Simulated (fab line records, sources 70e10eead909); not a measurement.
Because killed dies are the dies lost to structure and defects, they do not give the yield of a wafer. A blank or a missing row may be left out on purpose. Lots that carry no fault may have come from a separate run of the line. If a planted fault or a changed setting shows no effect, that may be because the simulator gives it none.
The tool behind it: which one?    flow nand_harc    18 wafers from 6 lots sampled at 5 of the route's 1302 steps

== WHAT THE GAUGES READ, wafer by wafer ==
NHARC_END_SORT_01.
lot   measured      on         killed_at_array
L725  day 33 02:05  prober-01  52 62 72

== EACH LOT AND THE TOOL THAT RAN IT (in order: tool; ch and the chambers of the sampled wafers; start) ==
lot   NHARC_A_CHANNEL_HOLE_D1_ETCH_24   NHARC_A_CHANNEL_HOLE_D1_ETCH_44     NHARC_A_CHANNEL_FILL_D1_ALD_02    NHARC_A_CHANNEL_FILL_D1_ALD_15
L710  har_etch-02 ch 0,1, day 11 01:11  rie_diel-06 ch 0,1,3, day 11 03:47  ald_hk-02 ch 0,2,3, day 11 04:58  ald_sin_batch-01 ch 0, day 11 14:30
L715  har_etch-02 ch 0,1, day 13 02:24  rie_diel-06 ch 0,1,2, day 13 05:01  ald_hk-04 ch 0,1,3, day 13 06:36  ald_sin_batch-01 ch 0, day 13 18:38
L722  har_etch-02 ch 0,1, day 15 21:26  rie_diel-06 ch 0,1,2, day 16 00:01  ald_hk-04 ch 0,1,3, day 16 01:47  ald_sin_batch-01 ch 0, day 16 11:59
L723  har_etch-02 ch 0, day 16 10:41    rie_diel-09 ch 2,3, day 16 13:09    ald_hk-02 ch 0,1,3, day 16 14:26  ald_sin_batch-02 ch 0, day 17 00:44
L725  har_etch-01 ch 0,1, day 17 11:44  rie_diel-06 ch 1,2, day 17 14:22    ald_hk-02 ch 1,2,3, day 17 15:47  ald_sin_batch-01 ch 0, day 18 01:47
L727  har_etch-01 ch 0,1, day 17 16:01  rie_diel-06 ch 0,2, day 17 18:41    ald_hk-04 ch 1,2, day 17 19:58    ald_sin_batch-01 ch 0, day 18 05:20
- NHARC_A_CHANNEL_HOLE_D1_ETCH_24: etches the open film in C4F8/O2/Ar, time 906.2 s, target depth 1500 nm.
- NHARC_A_CHANNEL_HOLE_D1_ETCH_44: etches the open film in CF4/O2, target depth 140 nm, overetch 14 nm, time 77 s.
- NHARC_A_CHANNEL_FILL_D1_ALD_02: deposits SiO2, target thk 6 nm, pulse time 10 s, ald cycles 60.
- NHARC_A_CHANNEL_FILL_D1_ALD_15: deposits SiNx, target thk 2 nm, pulse time 60 s, ald cycles 19.

== THE ANSWER, worked out from the rows above alone ==
Rule: usual is defined by the lots themselves. The widest of any qualifying gaps counts: lots, ordered by their means at a reading, are off when they make up no more than a third of the lots, leave a main group of 4 or more, and stand apart from it by 3 or more times the standard deviation of that group's means. If all means in a main group match to the digits the tables above print for the reading, that group is not used. Also off: a lot with no number at a reading for which 4 or more lots have one. Any other lot the step has rows for is counted as sound.
None of the lots is off at any reading shown; this tells nothing.

== WHAT WAS PUT IN BY THE SIMULATOR ==
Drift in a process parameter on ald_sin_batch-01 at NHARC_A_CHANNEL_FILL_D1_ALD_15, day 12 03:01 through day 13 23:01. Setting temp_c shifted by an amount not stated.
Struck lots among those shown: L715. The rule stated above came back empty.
